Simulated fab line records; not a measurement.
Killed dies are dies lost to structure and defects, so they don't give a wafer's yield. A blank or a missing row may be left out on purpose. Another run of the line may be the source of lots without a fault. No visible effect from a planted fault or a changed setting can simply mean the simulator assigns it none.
The tool behind it: which one? :: flow n5-finfet :: 24 lots with 72 wafers sampled at 4 steps, on a route of 1938 steps

## WHAT THE GAUGES READ, wafer by wafer
N5_BEOL_M15_INSPECT_30: inspects for defects (macro).
lot: L075
measured: day 12 00:38
on: defect-inspect-01
raw-defect-count: 4 3 3

lot: L074
measured: day 12 03:05
on: defect-inspect-02
raw-defect-count: 2 1 4

lot: L077
measured: day 12 06:31
on: defect-inspect-01
raw-defect-count: 2 3 2

lot: L076
measured: day 12 09:05
on: defect-inspect-02
raw-defect-count: 1 2 4

lot: L080
measured: day 12 22:19
on: defect-inspect-01
raw-defect-count: 2 1 2

lot: L079
measured: day 12 23:39
on: defect-inspect-02
raw-defect-count: 3 5 1

lot: L078
measured: day 13 02:01
on: defect-inspect-01
raw-defect-count: 3 2 1

lot: L081
measured: day 13 07:20
on: defect-inspect-02
raw-defect-count: 2 2 3

lot: L082
measured: day 13 14:55
on: defect-inspect-02
raw-defect-count: 1 1 4

lot: L083
measured: day 14 00:20
on: defect-inspect-02
raw-defect-count: 2 1 0

lot: L084
measured: day 14 08:53
on: defect-inspect-02
raw-defect-count: 1 3 1

lot: L086
measured: day 14 09:16
on: defect-inspect-02
raw-defect-count: 3 1 2

lot: L085
measured: day 14 12:07
on: defect-inspect-02
raw-defect-count: 0 3 4

lot: L087
measured: day 15 05:01
on: defect-inspect-01
raw-defect-count: 3 1 0

lot: L090
measured: day 15 13:31
on: defect-inspect-01
raw-defect-count: 1 3 3

lot: L092
measured: day 15 15:01
on: defect-inspect-01
raw-defect-count: 3 2 1

lot: L088
measured: day 15 15:10
on: defect-inspect-02
raw-defect-count: 3 1 0

lot: L089
measured: day 16 07:01
on: defect-inspect-02
raw-defect-count: 2 0 1

lot: L091
measured: day 16 14:16
on: defect-inspect-02
raw-defect-count: 2 0 2

lot: L093
measured: day 16 17:00
on: defect-inspect-02
raw-defect-count: 1 2 1

lot: L094
measured: day 17 02:11
on: defect-inspect-01
raw-defect-count: 2 4 5

lot: L095
measured: day 17 04:33
on: defect-inspect-02
raw-defect-count: 3 1 4

lot: L096
measured: day 17 13:50
on: defect-inspect-01
raw-defect-count: 2 3 3

lot: L097
measured: day 17 17:52
on: defect-inspect-02
raw-defect-count: 7 5 1

## EACH LOT AND THE TOOL THAT RAN IT (in order: tool; ch and the chambers of the sampled wafers; start)
lot: L075
N5_BEOL_M15_DESCUM_15: rie-diel-01 ch 0,1, day 11 23:13
N5_BEOL_M15_ETCH_59: rie-diel-01 ch 0,1, day 11 23:15
N5_BEOL_M15_ETCH_57: rie-diel-06 ch 0,2,3, day 11 23:49

lot: L074
N5_BEOL_M15_DESCUM_15: rie-diel-01 ch 0,1,2, day 12 01:40
N5_BEOL_M15_ETCH_59: rie-diel-01 ch 0,1,2, day 12 01:42
N5_BEOL_M15_ETCH_57: rie-diel-01 ch 0,1,3, day 12 02:16

lot: L077
N5_BEOL_M15_DESCUM_15: rie-diel-05 ch 0,1,3, day 12 04:52
N5_BEOL_M15_ETCH_59: rie-diel-05 ch 0,1,3, day 12 04:53
N5_BEOL_M15_ETCH_57: rie-diel-06 ch 0,3, day 12 05:34

lot: L076
N5_BEOL_M15_DESCUM_15: rie-diel-06 ch 2,3, day 12 07:39
N5_BEOL_M15_ETCH_59: rie-diel-06 ch 2,3, day 12 07:41
N5_BEOL_M15_ETCH_57: rie-diel-01 ch 0,1,3, day 12 08:16

lot: L080
N5_BEOL_M15_DESCUM_15: rie-diel-05 ch 0,1, day 12 20:46
N5_BEOL_M15_ETCH_59: rie-diel-05 ch 0,1, day 12 20:48
N5_BEOL_M15_ETCH_57: rie-diel-05 ch 0,1,2, day 12 21:22

lot: L079
N5_BEOL_M15_DESCUM_15: rie-diel-06 ch 0,2,3, day 12 22:06
N5_BEOL_M15_ETCH_59: rie-diel-06 ch 0,2,3, day 12 22:08
N5_BEOL_M15_ETCH_57: rie-diel-05 ch 0,1,2, day 12 22:42

lot: L078
N5_BEOL_M15_DESCUM_15: rie-diel-01 ch 0,2,3, day 13 00:28
N5_BEOL_M15_ETCH_59: rie-diel-01 ch 0,2,3, day 13 00:30
N5_BEOL_M15_ETCH_57: rie-diel-01 ch 0,1,3, day 13 01:04

lot: L081
N5_BEOL_M15_DESCUM_15: rie-diel-06 ch 0,1,3, day 13 05:55
N5_BEOL_M15_ETCH_59: rie-diel-06 ch 0,1,3, day 13 05:57
N5_BEOL_M15_ETCH_57: rie-diel-05 ch 0,3, day 13 06:31

lot: L082
N5_BEOL_M15_DESCUM_15: rie-diel-01 ch 1,2,3, day 13 13:22
N5_BEOL_M15_ETCH_59: rie-diel-01 ch 1,2,3, day 13 13:24
N5_BEOL_M15_ETCH_57: rie-diel-05 ch 0,2, day 13 14:04

lot: L083
N5_BEOL_M15_DESCUM_15: rie-diel-06 ch 0,3, day 13 22:47
N5_BEOL_M15_ETCH_59: rie-diel-06 ch 0,3, day 13 22:49
N5_BEOL_M15_ETCH_57: rie-diel-05 ch 0,1,2, day 13 23:23

lot: L084
N5_BEOL_M15_DESCUM_15: rie-diel-06 ch 0,2,3, day 14 07:28
N5_BEOL_M15_ETCH_59: rie-diel-06 ch 0,2,3, day 14 07:30
N5_BEOL_M15_ETCH_57: rie-diel-05 ch 0,1, day 14 08:04

lot: L086
N5_BEOL_M15_DESCUM_15: rie-diel-01 ch 2,3, day 14 07:51
N5_BEOL_M15_ETCH_59: rie-diel-01 ch 2,3, day 14 07:53
N5_BEOL_M15_ETCH_57: rie-diel-01 ch 0,2, day 14 08:27

lot: L085
N5_BEOL_M15_DESCUM_15: rie-diel-06 ch 0,3, day 14 10:33
N5_BEOL_M15_ETCH_59: rie-diel-06 ch 0,3, day 14 10:35
N5_BEOL_M15_ETCH_57: rie-diel-06 ch 0,1, day 14 11:10

lot: L087
N5_BEOL_M15_DESCUM_15: rie-diel-05 ch 0,3, day 15 03:35
N5_BEOL_M15_ETCH_59: rie-diel-05 ch 0,3, day 15 03:38
N5_BEOL_M15_ETCH_57: rie-diel-01 ch 1,2,3, day 15 04:11

lot: L090
N5_BEOL_M15_DESCUM_15: rie-diel-05 ch 2,3, day 15 11:56
N5_BEOL_M15_ETCH_59: rie-diel-05 ch 2,3, day 15 11:58
N5_BEOL_M15_ETCH_57: rie-diel-05 ch 0,1,3, day 15 12:31

lot: L092
N5_BEOL_M15_DESCUM_15: rie-diel-06 ch 0,1,2, day 15 13:32
N5_BEOL_M15_ETCH_59: rie-diel-06 ch 0,1,2, day 15 13:34
N5_BEOL_M15_ETCH_57: rie-diel-06 ch 1,2,3, day 15 14:11

lot: L088
N5_BEOL_M15_DESCUM_15: rie-diel-01 ch 1,2, day 15 13:32
N5_BEOL_M15_ETCH_59: rie-diel-01 ch 1,2, day 15 13:34
N5_BEOL_M15_ETCH_57: rie-diel-01 ch 2,3, day 15 14:11

lot: L089
N5_BEOL_M15_DESCUM_15: rie-diel-05 ch 0,1,2, day 16 05:35
N5_BEOL_M15_ETCH_59: rie-diel-05 ch 0,1,2, day 16 05:38
N5_BEOL_M15_ETCH_57: rie-diel-06 ch 0,1,2, day 16 06:12

lot: L091
N5_BEOL_M15_DESCUM_15: rie-diel-05 ch 0,1, day 16 12:50
N5_BEOL_M15_ETCH_59: rie-diel-05 ch 0,1, day 16 12:52
N5_BEOL_M15_ETCH_57: rie-diel-01 ch 0,1,3, day 16 13:26

lot: L093
N5_BEOL_M15_DESCUM_15: rie-diel-05 ch 2,3, day 16 15:27
N5_BEOL_M15_ETCH_59: rie-diel-05 ch 2,3, day 16 15:29
N5_BEOL_M15_ETCH_57: rie-diel-01 ch 1,2, day 16 16:03

lot: L094
N5_BEOL_M15_DESCUM_15: rie-diel-01 ch 0,1, day 17 00:41
N5_BEOL_M15_ETCH_59: rie-diel-01 ch 0,1, day 17 00:44
N5_BEOL_M15_ETCH_57: rie-diel-06 ch 0,1,2, day 17 01:22

lot: L095
N5_BEOL_M15_DESCUM_15: rie-diel-01 ch 0,1,2, day 17 03:08
N5_BEOL_M15_ETCH_59: rie-diel-01 ch 0,1,2, day 17 03:10
N5_BEOL_M15_ETCH_57: rie-diel-05 ch 0,1, day 17 03:43

lot: L096
N5_BEOL_M15_DESCUM_15: rie-diel-05 ch 1,2, day 17 12:13
N5_BEOL_M15_ETCH_59: rie-diel-05 ch 1,2, day 17 12:15
N5_BEOL_M15_ETCH_57: rie-diel-06 ch 0,1,3, day 17 12:53

lot: L097
N5_BEOL_M15_DESCUM_15: rie-diel-05 ch 0,1,2, day 17 16:19
N5_BEOL_M15_ETCH_59: rie-diel-05 ch 0,1,2, day 17 16:21
N5_BEOL_M15_ETCH_57: rie-diel-01 ch 1,2, day 17 16:55
- N5_BEOL_M15_DESCUM_15: chemistry O2, time 7.9 s.
- N5_BEOL_M15_ETCH_59: etches BARC in N2/H2, target depth 89 nm, overetch 26.7 nm, time 67.9 s.
- N5_BEOL_M15_ETCH_57: etches SOC in N2/H2, time 750 s.

## AS READ BY THE TOOLS THEMSELVES (means over the sampled wafers that have a number; for cases with no such wafer, the mark the record gives instead)
N5_BEOL_M15_DESCUM_15.
lot: L075
tool: rie-diel-01
drypump-motor-current-A (A): 6.1
oes-product-au (a.u.): 0.70
rf-vpp-V (V): 242.2
showerhead-plenum-p-Torr (Torr): 2.03
throttle-valve-pct (%): 20.66

lot: L074
tool: rie-diel-01
drypump-motor-current-A (A): 5.9
oes-product-au (a.u.): 0.75
rf-vpp-V (V): 242.0
showerhead-plenum-p-Torr (Torr): 2.03
throttle-valve-pct (%): 20.56

lot: L077
tool: rie-diel-05
drypump-motor-current-A (A): 6.2
oes-product-au (a.u.): 0.76
rf-vpp-V (V): 243.9
showerhead-plenum-p-Torr (Torr): 2.15
throttle-valve-pct (%): 20.50

lot: L076
tool: rie-diel-06
drypump-motor-current-A (A): 6.0
oes-product-au (a.u.): 0.74
rf-vpp-V (V): 242.2
showerhead-plenum-p-Torr (Torr): 2.03
throttle-valve-pct (%): 20.81

lot: L080
tool: rie-diel-05
drypump-motor-current-A (A): 6.1
oes-product-au (a.u.): 0.78
rf-vpp-V (V): 243.9
showerhead-plenum-p-Torr (Torr): 2.12
throttle-valve-pct (%): 20.36

lot: L079
tool: rie-diel-06
drypump-motor-current-A (A): 5.9
oes-product-au (a.u.): 0.74
rf-vpp-V (V): 242.3
showerhead-plenum-p-Torr (Torr): 2.02
throttle-valve-pct (%): 20.67

lot: L078
tool: rie-diel-01
drypump-motor-current-A (A): 5.7
oes-product-au (a.u.): 0.75
rf-vpp-V (V): 242.4
showerhead-plenum-p-Torr (Torr): 2.06
throttle-valve-pct (%): 20.60

lot: L081
tool: rie-diel-06
drypump-motor-current-A (A): 5.7
oes-product-au (a.u.): 0.79
rf-vpp-V (V): 242.8
showerhead-plenum-p-Torr (Torr): 2.06
throttle-valve-pct (%): 20.44

lot: L082
tool: rie-diel-01
drypump-motor-current-A (A): 5.6
oes-product-au (a.u.): 0.74
rf-vpp-V (V): 242.3
showerhead-plenum-p-Torr (Torr): 2.09
throttle-valve-pct (%): 20.62

lot: L083
tool: rie-diel-06
drypump-motor-current-A (A): 5.9
oes-product-au (a.u.): 0.71
rf-vpp-V (V): 243.0
showerhead-plenum-p-Torr (Torr): 2.06
throttle-valve-pct (%): 20.64

lot: L084
tool: rie-diel-06
drypump-motor-current-A (A): 5.9
oes-product-au (a.u.): 0.73
rf-vpp-V (V): 242.3
showerhead-plenum-p-Torr (Torr): 2.01
throttle-valve-pct (%): 20.68

lot: L086
tool: rie-diel-01
drypump-motor-current-A (A): 5.3
oes-product-au (a.u.): 0.78
rf-vpp-V (V): 242.2
showerhead-plenum-p-Torr (Torr): 2.09
throttle-valve-pct (%): 20.55

lot: L085
tool: rie-diel-06
drypump-motor-current-A (A): 6.0
oes-product-au (a.u.): 0.72
rf-vpp-V (V): 242.7
showerhead-plenum-p-Torr (Torr): 2.07
throttle-valve-pct (%): 20.80

lot: L087
tool: rie-diel-05
drypump-motor-current-A (A): 6.3
oes-product-au (a.u.): 0.90
rf-vpp-V (V): 245.3
showerhead-plenum-p-Torr (Torr): 2.19
throttle-valve-pct (%): 20.55

lot: L090
tool: rie-diel-05
drypump-motor-current-A (A): 6.2
oes-product-au (a.u.): 0.93
rf-vpp-V (V): 244.8
showerhead-plenum-p-Torr (Torr): 2.20
throttle-valve-pct (%): 20.11

lot: L092
tool: rie-diel-06
drypump-motor-current-A (A): 5.5
oes-product-au (a.u.): 0.78
rf-vpp-V (V): 241.3
showerhead-plenum-p-Torr (Torr): 2.00
throttle-valve-pct (%): 20.35

lot: L088
tool: rie-diel-01
drypump-motor-current-A (A): 5.5
oes-product-au (a.u.): 0.86
rf-vpp-V (V): 242.4
showerhead-plenum-p-Torr (Torr): 2.04
throttle-valve-pct (%): 20.40

lot: L089
tool: rie-diel-05
drypump-motor-current-A (A): 6.2
oes-product-au (a.u.): 0.81
rf-vpp-V (V): 244.7
showerhead-plenum-p-Torr (Torr): 2.17
throttle-valve-pct (%): 20.29

lot: L091
tool: rie-diel-05
drypump-motor-current-A (A): 6.1
oes-product-au (a.u.): 0.74
rf-vpp-V (V): 243.5
showerhead-plenum-p-Torr (Torr): 2.11
throttle-valve-pct (%): 20.41

lot: L093
tool: rie-diel-05
drypump-motor-current-A (A): 6.2
oes-product-au (a.u.): 0.92
rf-vpp-V (V): 245.4
showerhead-plenum-p-Torr (Torr): 2.20
throttle-valve-pct (%): 20.11

lot: L094
tool: rie-diel-01
drypump-motor-current-A (A): 6.2
oes-product-au (a.u.): 0.92
rf-vpp-V (V): 245.4
showerhead-plenum-p-Torr (Torr): 2.17
throttle-valve-pct (%): 20.21

lot: L095
tool: rie-diel-01
drypump-motor-current-A (A): 5.8
oes-product-au (a.u.): 0.88
rf-vpp-V (V): 244.0
showerhead-plenum-p-Torr (Torr): 2.10
throttle-valve-pct (%): 20.32

lot: L096
tool: rie-diel-05
drypump-motor-current-A (A): 6.2
oes-product-au (a.u.): 0.82
rf-vpp-V (V): 243.6
showerhead-plenum-p-Torr (Torr): 2.17
throttle-valve-pct (%): 20.09

lot: L097
tool: rie-diel-05
drypump-motor-current-A (A): 6.2
oes-product-au (a.u.): 0.80
rf-vpp-V (V): 244.2
showerhead-plenum-p-Torr (Torr): 2.16
throttle-valve-pct (%): 20.31

N5_BEOL_M15_ETCH_59.
lot: L075
tool: rie-diel-01
drypump-motor-current-A (A): 6.1
oes-product-au (a.u.): 0.60
rf-vpp-V (V): 523
showerhead-plenum-p-Torr (Torr): 2.46
throttle-valve-pct (%): 18.1

lot: L074
tool: rie-diel-01
drypump-motor-current-A (A): 5.9
oes-product-au (a.u.): 0.65
rf-vpp-V (V): 522
showerhead-plenum-p-Torr (Torr): 2.45
throttle-valve-pct (%): 18.0

lot: L077
tool: rie-diel-05
drypump-motor-current-A (A): 6.2
oes-product-au (a.u.): 0.66
rf-vpp-V (V): 525
showerhead-plenum-p-Torr (Torr): 2.62
throttle-valve-pct (%): 18.0

lot: L076
tool: rie-diel-06
drypump-motor-current-A (A): 6.0
oes-product-au (a.u.): 0.63
rf-vpp-V (V): 522
showerhead-plenum-p-Torr (Torr): 2.46
throttle-valve-pct (%): 18.3

lot: L080
tool: rie-diel-05
drypump-motor-current-A (A): 6.2
oes-product-au (a.u.): 0.67
rf-vpp-V (V): 525
showerhead-plenum-p-Torr (Torr): 2.59
throttle-valve-pct (%): 17.8

lot: L079
tool: rie-diel-06
drypump-motor-current-A (A): 5.8
oes-product-au (a.u.): 0.63
rf-vpp-V (V): 522
showerhead-plenum-p-Torr (Torr): 2.47
throttle-valve-pct (%): 18.3

lot: L078
tool: rie-diel-01
drypump-motor-current-A (A): 5.7
oes-product-au (a.u.): 0.64
rf-vpp-V (V): 523
showerhead-plenum-p-Torr (Torr): 2.49
throttle-valve-pct (%): 18.0

lot: L081
tool: rie-diel-06
drypump-motor-current-A (A): 5.7
oes-product-au (a.u.): 0.67
rf-vpp-V (V): 522
showerhead-plenum-p-Torr (Torr): 2.52
throttle-valve-pct (%): 18.0

lot: L082
tool: rie-diel-01
drypump-motor-current-A (A): 5.6
oes-product-au (a.u.): 0.64
rf-vpp-V (V): 524
showerhead-plenum-p-Torr (Torr): 2.52
throttle-valve-pct (%): 18.0

lot: L083
tool: rie-diel-06
drypump-motor-current-A (A): 5.9
oes-product-au (a.u.): 0.62
rf-vpp-V (V): 523
showerhead-plenum-p-Torr (Torr): 2.53
throttle-valve-pct (%): 18.3

lot: L084
tool: rie-diel-06
drypump-motor-current-A (A): 5.8
oes-product-au (a.u.): 0.62
rf-vpp-V (V): 522
showerhead-plenum-p-Torr (Torr): 2.46
throttle-valve-pct (%): 18.3

lot: L086
tool: rie-diel-01
drypump-motor-current-A (A): 5.4
oes-product-au (a.u.): 0.68
rf-vpp-V (V): 523
showerhead-plenum-p-Torr (Torr): 2.51
throttle-valve-pct (%): 17.9

lot: L085
tool: rie-diel-06
drypump-motor-current-A (A): 6.0
oes-product-au (a.u.): 0.61
rf-vpp-V (V): 523
showerhead-plenum-p-Torr (Torr): 2.52
throttle-valve-pct (%): 18.4

lot: L087
tool: rie-diel-05
drypump-motor-current-A (A): 6.3
oes-product-au (a.u.): 0.77
rf-vpp-V (V): 527
showerhead-plenum-p-Torr (Torr): 2.68
throttle-valve-pct (%): 18.0

lot: L090
tool: rie-diel-05
drypump-motor-current-A (A): 6.2
oes-product-au (a.u.): 0.78
rf-vpp-V (V): 527
showerhead-plenum-p-Torr (Torr): 2.67
throttle-valve-pct (%): 17.4

lot: L092
tool: rie-diel-06
drypump-motor-current-A (A): 5.5
oes-product-au (a.u.): 0.67
rf-vpp-V (V): 521
showerhead-plenum-p-Torr (Torr): 2.45
throttle-valve-pct (%): 17.9

lot: L088
tool: rie-diel-01
drypump-motor-current-A (A): 5.5
oes-product-au (a.u.): 0.74
rf-vpp-V (V): 522
showerhead-plenum-p-Torr (Torr): 2.47
throttle-valve-pct (%): 17.8

lot: L089
tool: rie-diel-05
drypump-motor-current-A (A): 6.2
oes-product-au (a.u.): 0.69
rf-vpp-V (V): 527
showerhead-plenum-p-Torr (Torr): 2.64
throttle-valve-pct (%): 17.7

lot: L091
tool: rie-diel-05
drypump-motor-current-A (A): 6.2
oes-product-au (a.u.): 0.64
rf-vpp-V (V): 525
showerhead-plenum-p-Torr (Torr): 2.57
throttle-valve-pct (%): 17.9

lot: L093
tool: rie-diel-05
drypump-motor-current-A (A): 6.2
oes-product-au (a.u.): 0.77
rf-vpp-V (V): 528
showerhead-plenum-p-Torr (Torr): 2.66
throttle-valve-pct (%): 17.4

lot: L094
tool: rie-diel-01
drypump-motor-current-A (A): 6.2
oes-product-au (a.u.): 0.78
rf-vpp-V (V): 527
showerhead-plenum-p-Torr (Torr): 2.63
throttle-valve-pct (%): 17.7

lot: L095
tool: rie-diel-01
drypump-motor-current-A (A): 5.9
oes-product-au (a.u.): 0.74
rf-vpp-V (V): 525
showerhead-plenum-p-Torr (Torr): 2.55
throttle-valve-pct (%): 17.7

lot: L096
tool: rie-diel-05
drypump-motor-current-A (A): 6.2
oes-product-au (a.u.): 0.69
rf-vpp-V (V): 527
showerhead-plenum-p-Torr (Torr): 2.63
throttle-valve-pct (%): 17.4

lot: L097
tool: rie-diel-05
drypump-motor-current-A (A): 6.2
oes-product-au (a.u.): 0.68
rf-vpp-V (V): 528
showerhead-plenum-p-Torr (Torr): 2.63
throttle-valve-pct (%): 17.7

N5_BEOL_M15_ETCH_57.
lot: L075
tool: rie-diel-06
drypump-motor-current-A (A): 5.8
oes-product-au (a.u.): 0.74
rf-vpp-V (V): 522
showerhead-plenum-p-Torr (Torr): 2.47
throttle-valve-pct (%): 18.1

lot: L074
tool: rie-diel-01
drypump-motor-current-A (A): 6.0
oes-product-au (a.u.): 0.69
rf-vpp-V (V): 524
showerhead-plenum-p-Torr (Torr): 2.50
throttle-valve-pct (%): 18.0

lot: L077
tool: rie-diel-06
drypump-motor-current-A (A): 5.9
oes-product-au (a.u.): 0.73
rf-vpp-V (V): 524
showerhead-plenum-p-Torr (Torr): 2.53
throttle-valve-pct (%): 18.2

lot: L076
tool: rie-diel-01
drypump-motor-current-A (A): 6.0
oes-product-au (a.u.): 0.69
rf-vpp-V (V): 522
showerhead-plenum-p-Torr (Torr): 2.50
throttle-valve-pct (%): 18.0

lot: L080
tool: rie-diel-05
drypump-motor-current-A (A): 6.2
oes-product-au (a.u.): 0.86
rf-vpp-V (V): 527
showerhead-plenum-p-Torr (Torr): 2.65
throttle-valve-pct (%): 17.6

lot: L079
tool: rie-diel-05
drypump-motor-current-A (A): 6.2
oes-product-au (a.u.): 0.85
rf-vpp-V (V): 527
showerhead-plenum-p-Torr (Torr): 2.65
throttle-valve-pct (%): 17.6

lot: L078
tool: rie-diel-01
drypump-motor-current-A (A): 6.0
oes-product-au (a.u.): 0.69
rf-vpp-V (V): 523
showerhead-plenum-p-Torr (Torr): 2.50
throttle-valve-pct (%): 18.0

lot: L081
tool: rie-diel-05
drypump-motor-current-A (A): 6.3
oes-product-au (a.u.): 0.74
rf-vpp-V (V): 526
showerhead-plenum-p-Torr (Torr): 2.65
throttle-valve-pct (%): 18.1

lot: L082
tool: rie-diel-05
drypump-motor-current-A (A): 6.3
oes-product-au (a.u.): 0.90
rf-vpp-V (V): 528
showerhead-plenum-p-Torr (Torr): 2.71
throttle-valve-pct (%): 17.7

lot: L083
tool: rie-diel-05
drypump-motor-current-A (A): 6.2
oes-product-au (a.u.): 0.83
rf-vpp-V (V): 526
showerhead-plenum-p-Torr (Torr): 2.64
throttle-valve-pct (%): 17.6

lot: L084
tool: rie-diel-05
drypump-motor-current-A (A): 6.4
oes-product-au (a.u.): 0.81
rf-vpp-V (V): 526
showerhead-plenum-p-Torr (Torr): 2.64
throttle-valve-pct (%): 17.9

lot: L086
tool: rie-diel-01
drypump-motor-current-A (A): 5.9
oes-product-au (a.u.): 0.74
rf-vpp-V (V): 521
showerhead-plenum-p-Torr (Torr): 2.42
throttle-valve-pct (%): 18.0

lot: L085
tool: rie-diel-06
drypump-motor-current-A (A): 5.4
oes-product-au (a.u.): 0.84
rf-vpp-V (V): 522
showerhead-plenum-p-Torr (Torr): 2.50
throttle-valve-pct (%): 17.5

lot: L087
tool: rie-diel-01
drypump-motor-current-A (A): 5.6
oes-product-au (a.u.): 0.82
rf-vpp-V (V): 524
showerhead-plenum-p-Torr (Torr): 2.51
throttle-valve-pct (%): 17.8

lot: L090
tool: rie-diel-05
drypump-motor-current-A (A): 6.2
oes-product-au (a.u.): 0.84
rf-vpp-V (V): 526
showerhead-plenum-p-Torr (Torr): 2.61
throttle-valve-pct (%): 17.8

lot: L092
tool: rie-diel-06
drypump-motor-current-A (A): 5.7
oes-product-au (a.u.): 0.78
rf-vpp-V (V): 521
showerhead-plenum-p-Torr (Torr): 2.44
throttle-valve-pct (%): 17.9

lot: L088
tool: rie-diel-01
drypump-motor-current-A (A): 5.5
oes-product-au (a.u.): 0.72
rf-vpp-V (V): 524
showerhead-plenum-p-Torr (Torr): 2.55
throttle-valve-pct (%): 17.9

lot: L089
tool: rie-diel-06
drypump-motor-current-A (A): 5.5
oes-product-au (a.u.): 0.77
rf-vpp-V (V): 522
showerhead-plenum-p-Torr (Torr): 2.45
throttle-valve-pct (%): 17.8

lot: L091
tool: rie-diel-01
drypump-motor-current-A (A): 6.0
oes-product-au (a.u.): 0.95
rf-vpp-V (V): 526
showerhead-plenum-p-Torr (Torr): 2.60
throttle-valve-pct (%): 17.6

lot: L093
tool: rie-diel-01
drypump-motor-current-A (A): 5.8
oes-product-au (a.u.): 0.88
rf-vpp-V (V): 522
showerhead-plenum-p-Torr (Torr): 2.47
throttle-valve-pct (%): 17.6

lot: L094
tool: rie-diel-06
drypump-motor-current-A (A): 5.5
oes-product-au (a.u.): 0.77
rf-vpp-V (V): 521
showerhead-plenum-p-Torr (Torr): 2.45
throttle-valve-pct (%): 17.8

lot: L095
tool: rie-diel-05
drypump-motor-current-A (A): 6.2
oes-product-au (a.u.): 0.73
rf-vpp-V (V): 524
showerhead-plenum-p-Torr (Torr): 2.57
throttle-valve-pct (%): 17.8

lot: L096
tool: rie-diel-06
drypump-motor-current-A (A): 5.7
oes-product-au (a.u.): 0.74
rf-vpp-V (V): 523
showerhead-plenum-p-Torr (Torr): 2.50
throttle-valve-pct (%): 17.9

lot: L097
tool: rie-diel-01
drypump-motor-current-A (A): 5.8
oes-product-au (a.u.): 0.86
rf-vpp-V (V): 522
showerhead-plenum-p-Torr (Torr): 2.47
throttle-valve-pct (%): 17.6

## THE ANSWER, worked out from the rows above alone
Rule: usual is defined by the lots themselves. Put in order of their means at a reading, lots are off if they are a third of the lots or fewer, leave a main group of 4 or more, and stand apart from it by a gap of 3 or more times the standard deviation of the main group's means; of several such gaps the widest counts. A main group is skipped when, at the precision printed for the reading in the tables above, its means are all equal. A lot without any number at a reading at which 4 lots or more have one is off too. Where the step has rows for the other lots, those lots are counted as sound. First the gauges in route order, then the tools' own readings, where a lot's mean is used as printed above. The first step at which some lot is off is used, and at that step the reading that is off furthest; a lot without a number counts as furthest.
Nothing can be told from this: no lot is off at any reading shown.

## WHAT WAS PUT IN BY THE SIMULATOR
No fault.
